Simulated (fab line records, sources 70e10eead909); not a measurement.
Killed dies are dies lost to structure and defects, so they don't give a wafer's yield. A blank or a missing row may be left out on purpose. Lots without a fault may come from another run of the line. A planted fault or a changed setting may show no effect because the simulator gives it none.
fab line records | flow nand_harc
record lots=6 wafers=18 last_day=33
route steps=1302 shown A_SGD_CUT@896 END@1302
lots that met no fault: from a run of the same line without faults
start_h: hours from the record's first day to the start of the lot's first wafer shown | wait_h: hours since the lot's step before | " the same as in the row above | L1.1+2: a row that stands for several wafers | - no value, or no start given | * or withheld: withheld | < > ~ a bound
route shown NAME@n: a module of which the file shows steps, and the number in the route of the first | usual: mean/standard deviation of fault-free wafers | same: alike in all rows | chamber/n: place in a boat | sites: the reading at each site | _std_site: their standard deviation | _edge_site: outer sites' mean less inner sites' | radius_mm: how far each site lies from the wafer's centre | mask NAME#n: copy n | behind: the tool/chamber that last shaped the wafer | hold: why the lot was held/for how many hours/how that ended | device: the transistor (n, p or np) that didn't switch | end of line: the same wafers' tests at the end of the route | a step without rows: its recipe alone | killed: dies lost to structure and defects at the first sort, not the wafer's yield | map: a wafer's dies, x killed, . not, _ none there
set.NAME: the setting as run; set.NAME@STEP: as run at that earlier step | model.NAME: the simulator's own value behind a step, which no gauge read
lots at some steps of the route; a table a step, a row a wafer
services: from which hour (start_h, from the record's first day; less than 0 if before it) a tool's chamber was out of use, for how many hours, and why
## steps
# step NHARC_A_SGD_CUT_SOFTBAKE_04
# recipe temp_c=105 time_s=55
# step NHARC_A_SGD_CUT_EBR_05
# step NHARC_A_SGD_CUT_EXPOSE_06
# recipe na=1.35 dose_mj=85.59 mask_id=SGD
# step NHARC_A_SGD_CUT_PEB_07
# recipe peb_temp_c=100 peb_time_s=65
# step NHARC_A_SGD_CUT_DEVELOP_08
# recipe develop_time_s=35 dev_temp_c=23
# step NHARC_A_SGD_CUT_CD_MEAS_09
# recipe target_cd_nm=100 landing_energy_ev=500
# usual cd_nm=100.0/0.51
# columns lot.wafer tool chamber start_h wait_h cd_nm
L127.1 cd_sem-02 0 445.58 - 100.7
L127.4 " 0 " " 100.8
L127.5 " 0 " " 100.3
L136.1 cd_sem-02 0 548.39 - 100.5
L136.2 " 0 " " 100.2
L136.5 " 0 " " 100.8
L137.1 cd_sem-03 0 556.13 - 98.7
L137.2 " 0 " " 98.4
L137.3 " 0 " " 99.1
L139.1 cd_sem-03 0 573.94 - 100.4
L139.3 " 0 " " 100.5
L139.6 " 0 " " 100.3
L143.3 cd_sem-03 0 628.85 - 100.5
L143.5 " 0 " " 100.0
L143.6 " 0 " " 100.1
L147.1 cd_sem-02 0 653.38 - 100.8
L147.2 " 0 " " 100.6
L147.3 " 0 " " 100.7
# step NHARC_A_SGD_CUT_OVL_MEAS_10
# usual overlay_x_nm=-0.1/0.78 overlay_y_nm=0.1/0.95
# columns lot.wafer tool chamber start_h wait_h overlay_x_nm overlay_y_nm
L127.1 overlay-02 - 445.67 - -0.9 0.7
L127.4 " - " " -0.8 0.8
L127.5 " - " " -0.1 1.3
L136.1 overlay-01 - 548.48 - 1.3 1.2
L136.2 " - " " 1.6 0.7
L136.5 " - " " 1.8 1.1
L137.1 overlay-01 - 556.21 - 0.7 -0.2
L137.2 " - " " 1.1 -0.2
L137.3 " - " " 0.8 -0.7
L139.1 overlay-01 - 574.03 - 0.1 1.6
L139.3 " - " " 0.3 1.5
L139.6 " - " " 0.1 2.0
L143.3 overlay-01 - 628.94 - 0.4 -0.3
L143.5 " - " " 1.0 -0.1
L143.6 " - " " -0.1 -0.3
L147.1 overlay-01 - 653.47 - 0.3 0.0
L147.2 " - " " 0.2 0.2
L147.3 " - " " 0.0 0.4
# step NHARC_A_SGD_CUT_INSPECT_11
# usual raw_defect_count=51/36
# columns lot.wafer tool chamber start_h wait_h raw_defect_count
L127.1 defect_inspect-01 - 445.71 0.0 17
L127.4 " - " " 16
L127.5 " - " " 15
L136.1 defect_inspect-02 - 548.51 0.0 69
L136.2 " - " " 87
L136.5 " - " " 96
L137.1 defect_inspect-02 - 556.25 0.0 76
L137.2 " - " " 91
L137.3 " - " " 74
L139.1 defect_inspect-02 - 574.07 0.0 75
L139.3 " - " " 55
L139.6 " - " " 61
L143.3 defect_inspect-02 - 628.97 0.0 91
L143.5 " - " " 92
L143.6 " - " " 82
L147.1 defect_inspect-01 - 653.51 0.0 43
L147.2 " - " " 67
L147.3 " - " " 58
# step NHARC_A_SGD_CUT_DESCUM_14
# recipe time_s=3 o2_flow_sccm=200 ar_flow_sccm=0 bias_power_w=0 chemistry=O2
# usual drypump_motor_current_A=5.4/0.45 oes_product_au=0.999/0.0096 rf_vpp_V=57.8/0.82 showerhead_plenum_p_Torr=1.93/0.078 throttle_valve_pct=11.310/0.0096
# columns lot.wafer tool chamber start_h wait_h drypump_motor_current_A oes_product_au rf_hours_counter_h rf_vpp_V showerhead_plenum_p_Torr throttle_valve_pct
L127.1 rie_diel-06 0 445.79 0.1 5.5 0.991 7 58.6 1.97 11.328
L127.4 " 1 " " 5.7 1.015 7 58.9 2.04 11.305
L127.5 " 3 " " 5.9 0.994 - 57.0 2.02 11.301
L136.1 rie_diel-12 2 548.58 0.1 5.3 1.012 5 57.4 1.85 11.297
L136.2 " 3 " " 5.1 0.986 4 56.5 1.95 11.323
L136.5 " 2 " " 5.3 1.011 - 57.4 1.85 11.330
L137.3 rie_diel-03 0 556.31 0.1 5.4 0.993 7 59.2 1.86 11.308
L137.1 " 1 " " 4.9 1.001 8 56.6 1.85 11.296
L137.2 " 3 " " 4.9 0.999 8 58.1 1.94 11.301
L139.3 rie_diel-12 3 574.13 0.1 5.1 1.002 6 58.1 1.95 11.285
L139.1 " 1 " " 6.0 1.003 6 58.7 1.93 11.286
L139.6 " 1 " " 6.0 1.001 - 57.9 1.93 11.307
L143.3 rie_diel-06 1 629.07 0.1 5.6 0.992 9 59.5 2.04 11.321
L143.5 " 0 " " 5.5 0.990 - 57.7 1.97 11.316
L143.6 " 1 " " 5.6 0.993 - 57.5 2.04 11.311
L147.3 rie_diel-12 1 653.57 0.1 6.0 1.026 1 58.9 1.93 11.310
L147.2 " 2 " " 5.3 1.018 1 58.0 1.85 11.304
L147.1 " 0 " " 5.1 1.012 1 59.0 1.98 11.319
# step NHARC_A_SGD_CUT_ETCH_58
# recipe target_depth_a=390 over_etch_frac=0.3 time_s=65 ion_energy_ev=80 cf4_flow_sccm=150 ar_flow_sccm=0 rf_w=300 bias_w=100 chemistry=CF4
# usual drypump_motor_current_A=5.4/0.46 oes_product_au=1.002/0.0086 rf_vpp_V=151.5/1.2 run_length_s=86.2/0.49 showerhead_plenum_p_Torr=1.78/0.068 throttle_valve_pct=13.283/0.0095
# columns lot.wafer tool chamber start_h wait_h drypump_motor_current_A oes_product_au rf_hours_counter_h rf_vpp_V run_length_s showerhead_plenum_p_Torr throttle_valve_pct
L127.4 rie_diel-06 2 445.87 0.1 5.0 1.004 7 149.0 86.1 1.66 13.290
L127.1 " 3 " " 5.9 1.006 7 152.6 85.7 1.86 13.281
L127.5 " 1 " " 5.6 1.014 - 151.6 87.1 1.88 13.273
L136.1 rie_diel-12 3 548.67 0.1 5.1 0.982 4 150.4 86.6 1.80 13.279
L136.2 " 0 " " 5.1 0.988 4 151.1 86.5 1.83 13.283
L136.5 " 3 " " 5.1 0.975 - 152.8 86.7 1.80 13.282
L137.3 rie_diel-03 0 556.40 0.1 5.4 0.989 7 151.2 86.2 1.73 13.282
L137.1 " 1 " " 4.9 1.002 8 150.1 85.5 1.71 13.269
L137.2 " 2 " " 6.6 1.010 8 151.8 86.8 1.84 13.266
L139.1 rie_diel-12 1 574.23 0.1 5.9 1.008 6 153.1 85.6 1.79 13.273
L139.3 " 2 " " 5.3 1.021 6 149.8 86.3 1.71 13.289
L139.6 " 1 " " 5.9 1.005 - 152.4 85.9 1.79 13.292
L143.3 rie_diel-06 0 629.15 0.1 5.5 1.008 9 151.5 86.2 1.82 13.281
L143.5 " 0 " " 5.5 0.991 - 151.7 86.7 1.82 13.285
L143.6 " 1 " " 5.6 1.001 - 153.2 87.4 1.88 13.290
L147.1 rie_diel-12 3 653.66 0.1 5.1 1.012 1 150.8 86.2 1.80 13.288
L147.3 " 0 " " 5.2 1.026 1 151.9 86.1 1.82 13.267
L147.2 " 1 " " 6.0 1.020 1 153.1 85.5 1.79 13.284
# step NHARC_A_SGD_CUT_ETCH_59
# recipe target_depth_a=2600 over_etch_frac=0.25 time_s=406.25 ion_energy_ev=200 n2_flow_sccm=150 h2_flow_sccm=150 ar_flow_sccm=0 rf_w=400 bias_w=150 chemistry=N2/H2
# usual drypump_motor_current_A=5.5/0.49 oes_product_au=1.002/0.0089 rf_vpp_V=431.0/2.4 run_length_s=427.5/0.5 showerhead_plenum_p_Torr=2.06/0.086 throttle_valve_pct=14.171/0.0088
# columns lot.wafer tool chamber start_h wait_h drypump_motor_current_A oes_product_au rf_hours_counter_h rf_vpp_V run_length_s showerhead_plenum_p_Torr throttle_valve_pct
L127.4 rie_diel-06 3 - - 5.9 0.994 8 432.6 426.8 2.15 14.171
L127.1 " 1 " " 5.6 1.002 7 433.9 428.2 2.18 14.164
L127.5 " 3 " " 5.9 0.998 - 433.8 426.7 2.15 14.163
L136.2 rie_diel-12 3 - - 5.1 0.983 4 432.8 427.7 2.08 14.183
L136.1 " 2 " " 5.3 1.011 5 429.7 427.4 1.97 14.171
L136.5 " 3 " " 5.1 0.993 - 431.1 427.3 2.08 14.180
L137.2 rie_diel-03 1 - - 4.8 1.014 8 426.8 427.2 1.97 14.174
L137.1 " 3 " " 4.9 0.998 8 431.8 428.1 2.07 14.168
L137.3 " 0 " " 5.4 0.991 7 429.8 427.8 1.99 14.156
L139.1 rie_diel-12 2 - - 5.4 1.005 6 428.5 427.6 1.97 14.166
L139.3 " 3 " " 5.1 0.999 6 431.7 427.4 2.08 14.181
L139.6 " 2 " " 5.4 1.007 - 428.8 428.0 1.97 14.170
L143.3 rie_diel-06 1 - - 5.6 0.999 9 434.2 428.7 2.18 14.171
L143.5 " 0 " " 5.5 0.992 - 432.9 427.6 2.10 14.177
L143.6 " 1 " " 5.6 1.012 - 433.9 428.1 2.18 14.181
L147.1 rie_diel-12 1 - - 6.0 1.029 1 431.8 426.5 2.06 14.179
L147.2 " 2 " " 5.3 1.019 1 428.1 427.6 1.97 14.177
L147.3 " 3 " " 5.1 1.003 1 432.3 427.3 2.08 14.176
# step NHARC_A_SGD_CUT_ETCH_15
# recipe target_depth_a=750 time_s=64.3 ch3f_flow_sccm=50 o2_flow_sccm=30 ar_flow_sccm=200 rf_w=500 bias_w=100 chemistry=CH3F/O2
# usual ch3f_flow_sccm=50.00/0.14 drypump_motor_current_A=5.5/0.5 oes_product_au=0.966/0.014 rf_vpp_V=264.2/1.6 run_length_s=85.6/0.49 showerhead_plenum_p_Torr=2.48/0.096 throttle_valve_pct=20.664/0.009
# columns lot.wafer tool chamber start_h wait_h ch3f_flow_sccm drypump_motor_current_A oes_product_au rf_hours_counter_h rf_vpp_V run_length_s showerhead_plenum_p_Torr throttle_valve_pct
L127.4 rie_diel-06 1 - - 50.15 5.6 0.979 7 265.4 86.2 2.62 20.662
L127.1 " 2 " " 49.88 5.0 0.955 7 260.8 85.0 2.30 20.656
L127.5 " 2 " " 50.03 5.0 0.957 - 260.1 85.1 2.30 20.646
L136.2 rie_diel-12 2 - - 49.85 5.3 0.969 5 262.4 85.4 2.38 20.664
L136.1 " 3 " " 50.25 5.1 0.959 5 263.8 85.4 2.50 20.662
L136.5 " 2 " " 50.20 5.3 0.970 - 262.6 85.4 2.38 20.644
L137.2 rie_diel-03 2 - - 49.95 6.6 0.986 8 266.0 86.2 2.56 20.655
L137.3 " 3 " " 49.77 4.9 0.988 8 264.3 85.6 2.49 20.654
L137.1 " 1 " " 50.23 4.9 0.964 8 263.0 85.1 2.38 20.672
L139.1 rie_diel-12 1 - - 49.97 5.9 0.975 6 264.6 85.3 2.48 20.686
L139.3 " 2 " " 49.99 5.3 0.978 6 262.3 85.4 2.38 20.675
L139.6 " 3 " " 50.04 5.1 0.953 - 264.2 85.7 2.50 20.664
L143.3 rie_diel-06 0 - - 50.07 5.5 0.944 9 264.3 86.2 2.53 20.658
L143.5 " 0 " " 50.17 5.5 0.950 - 264.0 85.6 2.53 20.655
L143.6 " 1 " " 49.79 5.6 0.938 - 265.6 86.3 2.62 20.665
L147.3 rie_diel-12 0 - - 49.88 5.2 0.984 1 266.5 85.7 2.54 20.673
L147.2 " 1 " " 49.88 6.0 0.975 1 263.2 85.2 2.48 20.670
L147.1 " 3 " " 49.90 5.1 0.972 1 263.9 85.6 2.50 20.666
# step NHARC_A_SGD_CUT_ETCH_16
# recipe target_depth_a=3105 time_s=155.2 c4f8_flow_sccm=withheld o2_flow_sccm=8 ar_flow_sccm=withheld rf_w=600 bias_w=800 chemistry=C4F8/O2/Ar
# usual oes_product_au=0.976/0.014 rf_vpp_V=724/4.1 run_length_s=176.5/0.5
# columns lot.wafer tool chamber start_h wait_h oes_product_au rf_hours_counter_h rf_vpp_V run_length_s
L127.1 rie_diel-06 2 446.35 - 0.969 7 715 176.5
L127.4 " 3 " " 0.967 8 728 175.6
L127.5 " 1 " " 0.994 - 730 177.9
L136.2 rie_diel-12 0 549.14 - 0.989 4 728 161.9
L136.1 " 1 " " 0.973 5 724 161.0
L136.5 " 0 " " 0.982 - 726 161.4
L137.2 rie_diel-03 2 556.90 - 1.004 9 726 176.6
L137.1 " 3 " " 0.999 8 724 176.8
L137.3 " 0 " " 0.979 7 722 176.7
L139.1 rie_diel-12 2 574.80 - 0.981 6 720 161.7
L139.3 " 3 " " 0.968 6 725 161.3
L139.6 " 1 " " 0.983 - 725 160.7
L143.3 rie_diel-06 0 629.70 - 0.966 9 726 176.6
L143.5 " 2 " " 0.952 - 716 175.9
L143.6 " 3 " " 0.964 - 727 175.7
L147.1 rie_diel-12 1 654.15 - 0.997 1 724 175.6
L147.2 " 2 " " 0.980 1 720 176.4
L147.3 " 3 " " 0.980 1 725 176.7
# step NHARC_A_SGD_CUT_STRIP_60
# recipe c4f8_flow_sccm=withheld o2_flow_sccm=8 ar_flow_sccm=withheld bias_w=0 chemistry=C4F8/O2/Ar
# step NHARC_END_SORT_01
# recipe temp_c=25
# usual killed_at_array=55/23 killed_at_other=1.0/1.2 killed_at_periphery=3.2/2.7 killed_dies=59/23 killed_open=3.1/1.6 killed_short=2.2/1.5
# same gross_dies=677
# columns lot.wafer tool chamber start_h wait_h killed_at_array killed_at_other killed_at_periphery killed_dies killed_open killed_short
L127.1 prober-02 0 567.71 2.5 20 1 2 23 3 3
L127.4 prober-02 0 570.10 3.4 23 0 2 25 4 3
L127.5 prober-02 0 570.89 3.7 28 0 9 37 8 4
L136.1 prober-02 0 673.39 2.5 617 6 1 624 1 5
L136.2 prober-02 0 674.19 2.8 605 1 3 609 2 2
L136.5 prober-02 0 676.58 3.7 618 0 4 622 4 0
L139.1 prober-02 0 698.61 6.3 612 2 13 627 1 2
L139.3 prober-02 0 700.21 6.9 605 4 2 611 6 0
L139.6 prober-02 0 702.61 7.8 568 2 6 576 5 1
# killed by level:class
L127.1 A_CHANNEL_HOLE_D2:chamber_film_flake=6 A_CHANNEL_HOLE_D1:chamber_film_flake=4 A_ONON_D1:geometric_particle:open=2 A_WL_FILL:geometric_particle:short=2 A_CONTACT:chamber_film_flake=2 P_CONTACT:geometric_particle:short=1 A_DECK1_JOINT:geometric_particle:open=1 P_GATE:chamber_film_flake=1
L127.4 A_CHANNEL_HOLE_D2:chamber_film_flake=7 A_CONTACT:chamber_film_flake=6 A_CHANNEL_FILL_D1:geometric_particle:short=1 A_CHANNEL_FILL_D2:geometric_particle:short=1 A_CHANNEL_FILL_D2:geometric_particle:open=1 A_SGD_CUT:geometric_particle:short=1 A_WL_FILL:geometric_particle:open=1 A_CONTACT:geometric_particle:open=1
L127.5 A_CHANNEL_HOLE_D2:chamber_film_flake=9 A_CONTACT:chamber_film_flake=6 P_M1:chamber_film_flake=4 A_CHANNEL_HOLE_D1:chamber_film_flake=3 A_WL_FILL:geometric_particle:short=2 A_M0:geometric_particle:open=2 P_CONTACT:chamber_film_flake=2 P_STI:geometric_particle:open=1
L136.1 A_SGD_CUT:area_etch=539 A_CHANNEL_HOLE_D1:chamber_film_flake=27 A_SLIT:chamber_film_flake=19 A_CHANNEL_HOLE_D2:chamber_film_flake=16 A_CONTACT:chamber_film_flake=4 A_M0:chamber_film_flake=3 HYBRID_BOND:chamber_film_flake=3 THIN_TSV:chamber_film_flake=3
L136.2 A_SGD_CUT:area_etch=526 A_SLIT:chamber_film_flake=27 A_CHANNEL_HOLE_D1:chamber_film_flake=25 A_CHANNEL_HOLE_D2:chamber_film_flake=14 A_M0:chamber_film_flake=4 P_GATE:chamber_film_flake=2 A_STAIRCASE:chamber_film_flake=2 A_CONTACT:chamber_film_flake=2
L136.5 A_SGD_CUT:area_etch=524 A_CHANNEL_HOLE_D1:chamber_film_flake=33 A_SLIT:chamber_film_flake=26 A_CHANNEL_HOLE_D2:chamber_film_flake=22 A_CONTACT:chamber_film_flake=4 A_STAIRCASE:chamber_film_flake=3 P_GATE:chamber_film_flake=2 A_M0:chamber_film_flake=2
L139.1 A_SGD_CUT:area_etch=558 A_CHANNEL_HOLE_D1:chamber_film_flake=34 A_STAIRCASE:chamber_film_flake=8 P_GATE:chamber_film_flake=5 A_CHANNEL_HOLE_D2:chamber_film_flake=4 P_M0:chamber_film_flake=3 A_CONTACT:chamber_film_flake=3 P_ZERO_WELL:chamber_film_flake=2
L139.3 A_SGD_CUT:area_etch=548 A_CHANNEL_HOLE_D1:chamber_film_flake=31 A_SLIT:chamber_film_flake=7 A_CONTACT:chamber_film_flake=4 THIN_TSV:chamber_film_flake=4 A_CHANNEL_HOLE_D2:chamber_film_flake=3 A_STAIRCASE:chamber_film_flake=3 A_DECK1_JOINT:geometric_particle:open=2
L139.6 A_SGD_CUT:area_etch=510 A_CHANNEL_HOLE_D1:chamber_film_flake=35 A_SLIT:chamber_film_flake=4 A_STAIRCASE:chamber_film_flake=4 A_CONTACT:chamber_film_flake=4 P_GATE:chamber_film_flake=2 A_M1:chamber_film_flake=2 A_BONDPAD:chamber_film_flake=2
# map L136.1 (x killed, . not)
____________.____________
_________x.x.xxx_________
_______..xxx.xxx.x_______
______xxx.xxxxxxx.x______
_____xxx.x.xxxxx.xx._____
____.xx..x.xxxxxxxxxx____
____.xxxxxx..xxxxxxxx____
___xxxxxxxxxxxxxxxx...___
___..xxxxxxxxxxxxxxxxx___
__xxxxxxxxxx.xxxxxx.xxx__
__xxxxxxxx.xxxxxxxxxxxx__
_xxxxxxxxxxxxxxxxxxxxxxx_
_.xxxxxxxxxxxxxxxxxxxxxx_
_xxx.xxx.xxxxxxxxxx.xxxx_
_x.xxxxxxxxxxxxxxxxxxxxx_
_xxxxxxxxxxxxxxxxxxxxxx._
x..xxxxxxxxxxxxxxxxxxxxxx
.xxxxxxxxxxxxxx.xxxxxxxxx
xxxxxxxxxxxxxxxxxxxxxxxx.
xxxxxxxxxxxxxxxxxxxxx.x.x
xx.xxxxxxxxxxxxxxxxxxxxxx
_xxxxxxxxxxxxxxxxxxxxxxx_
_xxxxxx.xxxxxxxxxxxxxxxx_
_xxxxxxxxxxxxxxxxxxxx.xx_
_.xxxxxxxxxxxxxxxxxxxxxx_
_xxxxxxxxxxxxxxxxxxxxxx._
__.xxxxxxxxxxxxxxxxx.xx__
__xxxxxxxxxxxxxxxxxxxxx__
___xxxxxxxxxxxxxxx.xxx___
___xxxxxxxxxxxxx.xxxxx___
____xxxxxxxxxxxxxxxxx____
____xxxxxxxxxxxxxxxxx____
_____xxxxxxxx.xxxxxx_____
______xxx.xxxxxxx.x______
_______xxxxxxxxxxx_______
_________xxxxxxx_________
____________x____________
# map L139.1 (x killed, . not)
____________x____________
_________..x.xx._________
_______x.xxxxxxxxx_______
______xxxxxxxxxx.xx______
_____xx..xxxxx.xxxxx_____
____xxxxxxxxxxx.xx...____
____xxxxxxxxxxxxxxxxx____
___xxxxxxxxx.xxxxxxxxx___
___xxxxxxxxxxxxxxxxx..___
__xx.xxxxxxxxxxxxxxxxxx__
__xxxxxxxxxxxxxxxxxxxxx__
_xxxxxxxxxxxxxxxxxxxxxxx_
_xxxxxxxxxxxxxxxxxxxxx.x_
_xxxxxxxxxxxxxxxxxxxx.xx_
_xxxxxxxxxxxxxxxxxxxxxxx_
_xxxxxxxxxxxxxxxxxxxxx.x_
xxxxxxxxxxxxxxx.xxxx.xxxx
xxxxxxxxxxxxxxxx.xxxxxx..
xxxxxxxxxxxxxxxxxxxxxxx.x
xxxxxxxxxxxxxxxxxxxxxxxx.
xxxxxxxxxxxxxxxxxxxxxxxxx
_.xxxxxxxxxxx.xxxxxxxxxx_
_xxxxxxxxxxxxxxxxxxx.xxx_
_xxxxxxxxxxxxxxxxx.xxxxx_
_.xxxxxxxxxxxxxxxx.x.x.x_
_xxxxxxxxxxxxxxxxxxxxxxx_
__xxxxxxxxxxxxxxxxxxxxx__
__xxxxxxxxxxxxxxxxx.x.x__
___xxxxxxxxxxxx.xxxxxx___
___xxxxxxxxxxxxxxxxxxx___
____xxxxxxxxxxxxxx.xx____
____.xxxxxxxxx.xxxxxx____
_____x.xx.xxxxxxxxxx_____
______xxx.xxxxx.x.x______
_______xxxxxxxxxx._______
_________xxx.xx._________
____________.____________
## services
# columns tool chamber start_h hours kind
rie_diel-12 0 424.43 - clean
rie_diel-12 1 424.43 - clean
rie_diel-12 2 424.43 - clean
rie_diel-12 3 424.43 - clean
rie_diel-12 - 445.43 9.0 pm
rie_diel-12 0 445.43 9.0 vent_cycle
rie_diel-12 1 445.43 9.0 vent_cycle
rie_diel-12 2 445.43 9.0 vent_cycle
rie_diel-12 3 445.43 9.0 vent_cycle
rie_diel-03 - 458.62 9.0 pm
rie_diel-06 3 463.69 5.1 repair
rie_diel-12 0 469.44 3.1 repair
rie_diel-06 - 484.20 9.0 pm
rie_diel-06 1 549.50 4.9 repair
rie_diel-06 0 553.39 3.6 repair
rie_diel-12 0 559.66 18.4 repair
rie_diel-12 2 568.13 2.6 repair
rie_diel-03 0 611.64 5.7 repair
rie_diel-12 3 614.61 3.4 repair
rie_diel-06 1 620.48 5.6 repair
rie_diel-03 1 622.36 2.9 repair
rie_diel-12 - 622.43 9.0 pm
rie_diel-03 - 635.62 9.0 pm
rie_diel-03 - 645.74 0.5 repair
## key
first_sign step=NHARC_A_SGD_CUT_ETCH_16 reading=run_length_s direction=down sigmas=30 usual=* struck=*
effect step=NHARC_END_SORT_01 reading=killed_at_array direction=up sigmas=24 usual=55 struck=604
more_kills_born_at NHARC_A_SGD_CUT_ETCH_16@rie_diel-12=3205
met_at NHARC_A_SGD_CUT_ETCH_16
struck_wafers L136.1,L136.2,L136.5,L139.1,L139.3,L139.6
later_rows_left_out L136.1,L136.2,L136.5,L139.1,L139.3,L139.6
tester_left_out L136,L139
fault kind=process_parameter_drift tool=rie_diel-12 chamber=- onset_h=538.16 steps=NHARC_A_SGD_CUT_ETCH_16 channel=time_s offset=* shape=step end_h=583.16 acts_in=* stated=*
# tester_left_out: of these lots the tester's yield and bins aren't shown, on N5 and GAA mostly nor the transistor test; their killed dies are dies lost to structure and defects alone, not to doping, threshold or leakage, so they don't give the yield
# later_rows_left_out: the simulator's readings of these wafers behind a module that went badly wrong aren't trusted and aren't shown, but for the sort
